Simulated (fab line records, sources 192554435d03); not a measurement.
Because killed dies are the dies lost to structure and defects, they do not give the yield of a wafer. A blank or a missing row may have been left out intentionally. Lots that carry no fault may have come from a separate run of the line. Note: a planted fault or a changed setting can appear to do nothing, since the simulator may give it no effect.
Split-lot study :: flow n5-finfet :: 21 wafers read from 7 lots, route of 1938 steps

## ABOUT THE SPLIT
At N5_BEOL_M9_ETCH_61 (etches SiARC in CF4, target depth 39 nm, time 65 s), the setting source-w was moved away from the recipe's 545 W on 7 of the 21 wafers read, by -15.2% to +11.1%. For the rest of the wafers, this setting stayed at what the recipe calls for.

Reading taken at the split's own step.

## THE READING
rf-vpp-V, in V, at N5_BEOL_M9_ETCH_61 (etches SiARC in CF4, target depth 39 nm, time 65 s). On this fab line, fault-free wafers typically give 183.9 V with a standard deviation of 1 V.

wafer: L078.2
tool, chamber at the split: rie-diel-01, 2
source-w as run, W: 545
against the recipe: recipe
rf-vpp-V, V: 184.3
against lot-mates on the recipe: -

wafer: L078.3
tool, chamber at the split: rie-diel-01, 3
source-w as run, W: 545
against the recipe: recipe
rf-vpp-V, V: 183.6
against lot-mates on the recipe: -

wafer: L078.5
tool, chamber at the split: rie-diel-01, 0
source-w as run, W: 545
against the recipe: recipe
rf-vpp-V, V: 182.1
against lot-mates on the recipe: -

wafer: L080.4
tool, chamber at the split: rie-diel-04, 0
source-w as run, W: 545
against the recipe: recipe
rf-vpp-V, V: 185.9
against lot-mates on the recipe: -

wafer: L080.5
tool, chamber at the split: rie-diel-04, 1
source-w as run, W: 545
against the recipe: recipe
rf-vpp-V, V: 184.3
against lot-mates on the recipe: -

wafer: L080.6
tool, chamber at the split: rie-diel-04, 0
source-w as run, W: 545
against the recipe: recipe
rf-vpp-V, V: 184.4
against lot-mates on the recipe: -

wafer: L076.1
tool, chamber at the split: rie-diel-05, 0
source-w as run, W: 545
against the recipe: recipe
rf-vpp-V, V: 183.3
against lot-mates on the recipe: -

wafer: L076.3
tool, chamber at the split: rie-diel-05, 2
source-w as run, W: 545
against the recipe: recipe
rf-vpp-V, V: 183.9
against lot-mates on the recipe: -

wafer: L076.4
tool, chamber at the split: rie-diel-05, 1
source-w as run, W: 481
against the recipe: -11.7%
rf-vpp-V, V: 190.8
against lot-mates on the recipe: +7.2

wafer: L091.1
tool, chamber at the split: rie-diel-01, 0
source-w as run, W: 545
against the recipe: recipe
rf-vpp-V, V: 184.8
against lot-mates on the recipe: -

wafer: L091.3
tool, chamber at the split: rie-diel-01, 3
source-w as run, W: 462
against the recipe: -15.2%
rf-vpp-V, V: 196.0
against lot-mates on the recipe: +11.2

wafer: L091.4
tool, chamber at the split: rie-diel-01, 1
source-w as run, W: 462
against the recipe: -15.2%
rf-vpp-V, V: 195.7
against lot-mates on the recipe: +10.9

wafer: L090.3
tool, chamber at the split: rie-diel-05, 3
source-w as run, W: 545
against the recipe: recipe
rf-vpp-V, V: 184.7
against lot-mates on the recipe: -

wafer: L090.4
tool, chamber at the split: rie-diel-05, 0
source-w as run, W: 605.7
against the recipe: +11.1%
rf-vpp-V, V: 176.5
against lot-mates on the recipe: -8.2

wafer: L090.5
tool, chamber at the split: rie-diel-05, 2
source-w as run, W: 605.7
against the recipe: +11.1%
rf-vpp-V, V: 176.9
against lot-mates on the recipe: -7.8

wafer: L093.4
tool, chamber at the split: rie-diel-01, 2
source-w as run, W: 545
against the recipe: recipe
rf-vpp-V, V: 184.5
against lot-mates on the recipe: -

wafer: L093.5
tool, chamber at the split: rie-diel-01, 2
source-w as run, W: 590.5
against the recipe: +8.3%
rf-vpp-V, V: 178.6
against lot-mates on the recipe: -5.9

wafer: L093.6
tool, chamber at the split: rie-diel-01, 0
source-w as run, W: 590.5
against the recipe: +8.3%
rf-vpp-V, V: 178.3
against lot-mates on the recipe: -6.2

wafer: L095.1
tool, chamber at the split: rie-diel-05, 2
source-w as run, W: 545
against the recipe: recipe
rf-vpp-V, V: 183.5
against lot-mates on the recipe: -

wafer: L095.4
tool, chamber at the split: rie-diel-05, 0
source-w as run, W: 545
against the recipe: recipe
rf-vpp-V, V: 182.6
against lot-mates on the recipe: -

wafer: L095.5
tool, chamber at the split: rie-diel-05, 3
source-w as run, W: 545
against the recipe: recipe
rf-vpp-V, V: 183.4
against lot-mates on the recipe: -

FIT RESULTS
A straight line over all 21 wafers: rf-vpp-V changes by -0.703 V for each +1% of source-w; r = -0.98; the points scatter about the line by 0.96 V.
The same after taking each lot's own level away (the mean of its wafers on the recipe; 21 wafers): -0.708 V for each +1%; r = -0.99; scatter 0.58 V.
On that fit, the largest move of source-w shifts the reading by 11 V.
Measured against the standard deviation above, the lots' own levels, which go from 183.17 to 184.87 V, span 1.7 times it.
The two slopes agree, so the slope changes little with the lot-to-lot level.
Check: for one of the wafers moved furthest among these (-15.2%), held out of the fit, the line's prediction against its lot-mates is +10.6 V. It came out at +11.2 V against them.
Tool readings at the split's step, against how far the setting was moved: etch-rf-on-time-s r = -0.95; rf-vpp-V r = -0.98.

## THESE WAFERS: OTHER SPLITS
Other splits were also applied to these wafers ahead of the reading. Each is held against what the fit with the lots' levels taken away leaves over:
other split on the same wafers: N5_BEOL_M8_EXPOSE_08 dose-mj
wafers away from the commonest value: 9
r with rf-vpp-V (lot level and that fit taken away): +0.34

## THE WHOLE CHAIN: every reading that the file lists as answering this split, in the file's order
step: N5_BEOL_M9_ETCH_61
what it does: etches SiARC in CF4, target depth 39 nm, time 65 s
reading: etch-rf-on-time-s
change (the file's fit): withheld for each +1% of the setting
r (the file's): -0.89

step: N5_BEOL_M9_ETCH_61
what it does: etches SiARC in CF4, target depth 39 nm, time 65 s
reading: rf-vpp-V
change (the file's fit): -0.694 V for each +1% of the setting
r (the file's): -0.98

## THE FILE'S OWN FIT
rf-vpp-V changes by -0.694 V for each +1% of source-w, r = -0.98.
